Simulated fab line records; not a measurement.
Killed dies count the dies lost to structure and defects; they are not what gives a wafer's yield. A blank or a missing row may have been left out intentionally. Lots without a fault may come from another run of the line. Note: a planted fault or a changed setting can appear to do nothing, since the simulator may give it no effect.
Which tool did it? | flow nandHarc | 13 lots with 39 wafers sampled at 5 steps, on a route of 1159 steps

WHAT EACH GAUGE READ, for each wafer
NHARC_A_SIN_REMOVE_INSPECT_04. Usual: 292 for rawDefectCount, sd 78.
lot  | measured     | on               | rawDefectCount | flag
L258 | day 14 21:58 | defectInspect-02 | 268 274 239    | 
L261 | day 15 11:20 | defectInspect-01 | 321 251 258    | 
L263 | day 15 14:07 | defectInspect-02 | 255 202 201    | 
L260 | day 15 14:05 | defectInspect-01 | 296 249 287    | 
L264 | day 15 17:16 | defectInspect-01 | 456 372 342    | 
L265 | day 16 19:58 | defectInspect-01 | 334 319 339    | 
L273 | day 18 13:01 | defectInspect-02 | 228 381 255    | 
L274 | day 18 21:05 | defectInspect-01 | 463 308 423    | 
L278 | day 19 08:16 | defectInspect-02 | 253 202 242    | 
L277 | day 19 08:17 | defectInspect-02 | 227 361 232    | 
L279 | day 19 08:17 | defectInspect-01 | 253 201 233    | 
L280 | day 20 04:31 | defectInspect-02 | 336 419 420    | 
L281 | day 20 18:47 | defectInspect-02 | 429 299 433    | 

NHARC_END_SORT_01. Usual: killedAtArray 29, standard deviation 11; killedAtOther 0.7, standard deviation 1.1; killedAtPeriphery 3.1, standard deviation 2; killedDies 33, standard deviation 11; killedOpen 3.5, standard deviation 1.8; killedShort 2.0, standard deviation 1.4.
lot  | measured     | on        | killedAtArray | killedAtOther | killedAtPeriphery | killedDies | killedOpen | killedShort | flag
L273 | day 23 12:23 | prober-01 | 34 32 23      | 0 0 0         | 3 2 2             | 37 34 25   | 2 5 4      | 3 3 1       | 
L277 | day 24 17:19 | prober-02 | 33 32 48      | 1 1 1         | 3 2 3             | 37 35 52   | 6 3 2      | 2 1 4       | 
L279 | day 24 02:35 | prober-02 | 21 18 29      | 2 0 1         | 2 4 4             | 25 22 34   | 4 4 4      | 2 0 2       | 

TOOL THAT RAN EACH LOT (tool first, then ch and the chambers of the sampled wafers, then the start)
lot  | NHARC_A_SLIT_ETCH_26            | NHARC_A_WL_FILL_ALD_02             | NHARC_A_WL_FILL_ALD_10
L258 | harEtch-01 ch 0,1, day 14 13:10 | aldMetal-04 ch 0,2, day 15 01:37   | aldHk-04 ch 0,3, day 15 10:54
L261 | harEtch-01 ch 0,1, day 15 03:36 | aldMetal-02 ch 2,3, day 15 12:56   | aldHk-03 ch 1,3, day 16 10:41
L263 | harEtch-01 ch 0,1, day 15 05:17 | aldMetal-01 ch 0,3, day 15 14:39   | aldHk-03 ch 0,1,3, day 16 07:37
L260 | harEtch-02 ch 0,1, day 15 05:44 | aldMetal-04 ch 0,1,2, day 15 14:43 | aldHk-03 ch 0,1,2, day 16 05:04
L264 | harEtch-02 ch 0,1, day 15 08:24 | aldMetal-02 ch 1,2,3, day 15 17:49 | aldHk-04 ch 0,1,2, day 16 04:33
L265 | harEtch-02 ch 0,1, day 16 11:08 | aldMetal-02 ch 1,2,3, day 16 20:42 | aldHk-02 ch 0,1,3, day 17 10:44
L273 | harEtch-02 ch 0,1, day 18 04:29 | aldMetal-04 ch 0,2,3, day 18 13:44 | aldHk-02 ch 0,2, day 19 04:58
L274 | harEtch-02 ch 0,1, day 18 12:16 | aldMetal-01 ch 2,3, day 18 21:38   | aldHk-04 ch 0,1,3, day 19 09:08
L278 | harEtch-01 ch 0,1, day 18 23:29 | aldMetal-02 ch 0,2,3, day 19 08:48 | aldHk-02 ch 0,2,3, day 19 18:31
L277 | harEtch-02 ch 0,1, day 18 23:46 | aldMetal-04 ch 0,1,3, day 19 09:08 | aldHk-04 ch 0,1,3, day 20 02:44
L279 | harEtch-01 ch 0,1, day 19 01:11 | aldMetal-01 ch 1,2, day 19 09:01   | aldHk-04 ch 0,1,3, day 19 19:35
L280 | harEtch-01 ch 0,1, day 19 19:38 | aldMetal-02 ch 1,2,3, day 20 05:07 | aldHk-04 ch 0,1, day 21 00:53
L281 | harEtch-01 ch 0,1, day 20 09:58 | aldMetal-01 ch 0,1,2, day 20 19:36 | aldHk-03 ch 2,3, day 21 07:34
- NHARC_A_SLIT_ETCH_26: etches the open film in C4F8/O2/Ar, time 90 s, target depth 400 nm.
- NHARC_A_WL_FILL_ALD_02: deposits TiN, target thk 2 nm, pulse time 3 s, ald cycles 100.
- NHARC_A_WL_FILL_ALD_10: deposits SiO2, target thk 50 nm, pulse time 10 s, ald cycles 500.

AS READ BY THE TOOLS THEMSELVES (means over the sampled wafers that have a number; for cases with no such wafer, the mark the record gives instead)
NHARC_A_SLIT_ETCH_26. Usual: drypumpMotorCurrentA 5.6 A, standard deviation 0.55; showerheadPlenumPTorr 3.71 Torr, standard deviation 0.064; throttleValvePct 27.620 %, standard deviation 0.0096.
lot  | tool       | drypumpMotorCurrentA (A) | showerheadPlenumPTorr (Torr) | throttleValvePct (%) | flag
L258 | harEtch-01 | 5.3                      | 3.73                         | 27.622               | 
L261 | harEtch-01 | 5.5                      | 3.78                         | 27.626               | 
L263 | harEtch-01 | 5.5                      | 3.78                         | 27.630               | 
L260 | harEtch-02 | 5.5                      | 3.71                         | 27.618               | 
L264 | harEtch-02 | 5.9                      | 3.67                         | 27.623               | 
L265 | harEtch-02 | 5.5                      | 3.70                         | 27.622               | 
L273 | harEtch-02 | 5.5                      | 3.69                         | 27.620               | 
L274 | harEtch-02 | 5.9                      | 3.66                         | 27.620               | 
L278 | harEtch-01 | 5.4                      | 3.71                         | 27.622               | 
L277 | harEtch-02 | 5.5                      | 3.68                         | 27.611               | 
L279 | harEtch-01 | 5.4                      | 3.70                         | 27.625               | 
L280 | harEtch-01 | 5.5                      | 3.75                         | 27.614               | 
L281 | harEtch-01 | 5.5                      | 3.75                         | 27.615               | 

NHARC_A_WL_FILL_ALD_02. Usual: heaterPowerW 1090 W, standard deviation 110; precursorPulseHeightRel 0.997, standard deviation 0.02.
lot  | tool        | heaterPowerW (W) | precursorPulseHeightRel | flag
L258 | aldMetal-04 | 1067             | 0.993                   | 
L261 | aldMetal-02 | 1208             | 0.999                   | 
L263 | aldMetal-01 | 1054             | 1.021                   | 
L260 | aldMetal-04 | 1083             | 1.006                   | 
L264 | aldMetal-02 | 1175             | 1.021                   | 
L265 | aldMetal-02 | 1145             | 1.004                   | 
L273 | aldMetal-04 | 1096             | 1.002                   | 
L274 | aldMetal-01 | 1026             | 0.995                   | 
L278 | aldMetal-02 | 1092             | 0.991                   | 
L277 | aldMetal-04 | 1089             | 0.998                   | 
L279 | aldMetal-01 | 1068             | 0.987                   | 
L280 | aldMetal-02 | 1149             | 0.992                   | 
L281 | aldMetal-01 | 1057             | 0.981                   | 

NHARC_A_WL_FILL_ALD_10. Usual: heaterPowerW 464 W, standard deviation 37; precursorPulseHeightRel 0.996, standard deviation 0.02.
lot  | tool     | heaterPowerW (W) | precursorPulseHeightRel | flag
L258 | aldHk-04 | 431              | 1.027                   | 
L261 | aldHk-03 | 473              | 0.991                   | 
L263 | aldHk-03 | 446              | 0.994                   | 
L260 | aldHk-03 | 497              | 0.988                   | 
L264 | aldHk-04 | 462              | 0.993                   | 
L265 | aldHk-02 | 457              | 0.990                   | 
L273 | aldHk-02 | 449              | 0.993                   | 
L274 | aldHk-04 | 448              | 1.002                   | 
L278 | aldHk-02 | 458              | 1.000                   | 
L277 | aldHk-04 | 446              | 0.989                   | 
L279 | aldHk-04 | 447              | 0.989                   | 
L280 | aldHk-04 | 469              | 0.996                   | 
L281 | aldHk-03 | 460              | 0.997                   | 

THE ANSWER, worked out from the rows above alone
Rule: take the mean of a lot's wafers that have a number; if it is more than 3 standard deviations from the usual mean, the lot is off. A lot without any number at a reading at which 4 lots or more have one is off too. The other lots that the step has rows for count as sound. The gauges are gone through in route order, then the tools' own readings, and for those a lot's mean is taken as printed above. The first step at which some lot is off is used, and at that step the reading that is off furthest; a lot without a number counts as furthest.
Nothing can be told from this: no lot is off at any reading shown.

WHAT THE SIMULATOR HAD INSERTED
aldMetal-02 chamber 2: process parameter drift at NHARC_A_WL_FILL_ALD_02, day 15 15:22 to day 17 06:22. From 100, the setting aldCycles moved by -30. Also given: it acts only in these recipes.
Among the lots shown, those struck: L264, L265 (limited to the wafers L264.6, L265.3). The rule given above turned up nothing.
